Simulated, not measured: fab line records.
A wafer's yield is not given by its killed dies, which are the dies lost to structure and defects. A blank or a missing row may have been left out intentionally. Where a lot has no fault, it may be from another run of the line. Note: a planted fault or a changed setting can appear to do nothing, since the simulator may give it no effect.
Matching of chambers + flow n5_finfet + N5_HKMG_FIN_DESCUM_53 on rie_diel-01 has 4 sister chambers
The step chemistry O2, time 7.9 s. 18 wafers are shown with their chamber, then 9 later ones without.

EACH WAFER AND ITS CHAMBER
| wafer  | chamber | drypump_motor_current_A (A) | throttle_valve_pct (%) | showerhead_plenum_p_Torr (Torr) |
|--------|---------|-----------------------------|------------------------|---------------------------------|
| L078.3 | 2       | 5.0                         | 20.74                  | 2.20                            |
| L078.4 | 1       | 5.2                         | 20.46                  | 2.16                            |
| L078.5 | 0       | 6.4                         | 20.12                  | 2.11                            |
| L080.1 | 2       | 5.0                         | 20.76                  | 2.20                            |
| L080.3 | 1       | 5.2                         | 20.46                  | 2.15                            |
| L080.6 | 0       | 6.4                         | 20.15                  | 2.11                            |
| L082.1 | 1       | 5.2                         | 20.46                  | 2.15                            |
| L082.2 | 2       | 5.0                         | 20.76                  | 2.20                            |
| L082.4 | 3       | 5.3                         | 20.28                  | 2.16                            |
| L088.2 | 1       | 5.2                         | 20.47                  | 2.15                            |
| L088.3 | 0       | 6.3                         | 20.16                  | 2.10                            |
| L088.5 | 1       | 5.2                         | 20.47                  | 2.15                            |
| L090.1 | 1       | 5.2                         | 20.48                  | 2.15                            |
| L090.4 | 3       | 5.3                         | 20.33                  | 2.16                            |
| L090.5 | 0       | 6.4                         | 20.15                  | 2.10                            |
| L091.3 | 1       | 5.2                         | 20.50                  | 2.14                            |
| L091.5 | 0       | 6.4                         | 20.15                  | 2.10                            |
| L091.6 | 3       | 5.3                         | 20.30                  | 2.15                            |

SIGNATURES (means of the wafers above)
| reading                  | chamber 0 | chamber 1 | chamber 2 | chamber 3 | scatter within a chamber |
|--------------------------|-----------|-----------|-----------|-----------|--------------------------|
| drypump_motor_current_A  | 6.380     | 5.200     | 5.000     | 5.300     | 0.0239                   |
| throttle_valve_pct       | 20.1460   | 20.4714   | 20.7533   | 20.3033   | 0.0163                   |
| showerhead_plenum_p_Torr | 2.1040    | 2.1500    | 2.2000    | 2.1567    | 0.00526                  |
Rule: for each reading, subtract the chamber's mean from the wafer's reading, divide by that reading's scatter and square the result; add these up over the readings and take the root, which gives the wafer's distance from the chamber. The wafer belongs to the nearest chamber; if the next one is less than 2 further off, it can't be placed. How the scatter is found: for the shown wafers, subtract from each reading the mean of its chamber, square and add these, divide the total by (wafers less chambers), then take the root.

WAFERS MISSING THEIR CHAMBER
| wafer  | drypump_motor_current_A (A) | throttle_valve_pct (%) | showerhead_plenum_p_Torr (Torr) |
|--------|-----------------------------|------------------------|---------------------------------|
| L094.1 | 5.3                         | 20.32                  | 2.15                            |
| L094.2 | 5.2                         | 20.49                  | 2.14                            |
| L094.5 | 5.2                         | 20.51                  | 2.14                            |
| L095.2 | 4.9                         | 20.80                  | 2.19                            |
| L095.3 | 5.3                         | 20.34                  | 2.15                            |
| L095.4 | 6.4                         | 20.19                  | 2.10                            |
| L096.2 | 5.2                         | 20.52                  | 2.14                            |
| L096.3 | 6.4                         | 20.18                  | 2.10                            |
| L096.4 | 5.3                         | 20.33                  | 2.15                            |

CHAMBER TAKEN BY EACH
| wafer  | from the rows above | in truth |
|--------|---------------------|----------|
| L094.1 | 3                   | 3        |
| L094.2 | 1                   | 1        |
| L094.5 | 1                   | 1        |
| L095.2 | 2                   | 2        |
| L095.3 | 3                   | 3        |
| L095.4 | 0                   | 0        |
| L096.2 | 1                   | 1        |
| L096.3 | 0                   | 0        |
| L096.4 | 3                   | 3        |
Correct placement for 9 of the 9. Not placeable from these rows: 0. 0 placed wrongly.
